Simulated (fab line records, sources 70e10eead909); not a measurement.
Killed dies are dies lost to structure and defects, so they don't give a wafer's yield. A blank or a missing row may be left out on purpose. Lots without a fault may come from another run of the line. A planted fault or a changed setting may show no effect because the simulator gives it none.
Chamber matching | flow nand_harc | NHARC_A_STAIRCASE_ALD_420 on ald_hk-04: 4 sister chambers
The step deposits SiO2, target thk 20 nm, pulse time 6 s, ald cycles 200. 4 wafers are shown with their chamber, then 9 later ones without.

WAFERS WITH THEIR CHAMBER
wafer  | chamber | heater_power_w (W)
L083.4 | 0       | 431
L090.2 | 2       | 438
L090.4 | 1       | 453
L090.5 | 3       | 487

WAFERS WITHOUT THEIR CHAMBER
wafer  | heater_power_w (W)
L090.1 | 486
L090.3 | 429
L090.6 | 431
L095.2 | 443
L095.4 | 483
L095.6 | 431
L097.1 | 425
L097.2 | 452
L097.6 | 439

WHICH CHAMBER EACH WENT THROUGH
wafer  | from the rows above     | in truth
L090.1 | 3                       | 3
L090.3 | 0                       | 0
L090.6 | 0                       | 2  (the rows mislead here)
L095.2 | can't be placed: 2 or 1 | 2
L095.4 | 3                       | 3
L095.6 | 0                       | 0
L097.1 | 0                       | 0
L097.2 | 1                       | 1
L097.6 | 2                       | 2
Placed correctly: 7 of 9. Can't be placed from these rows: 1 (the true chamber is among the candidates in 1). Placed wrongly: 1.
How it was worked out, from the rows above alone: a wafer's distance from a chamber is the root of the sum, over the readings, of the square of ((its reading less the chamber's mean) divided by the reading's scatter). The wafer belongs to the nearest chamber; if the next one is less than 2 further off, it can't be placed. A chamber's mean is the mean of its shown wafers. The scatter: with one shown wafer a chamber, the root of the mean of the squares of how far each hidden wafer lies from its nearest shown one.
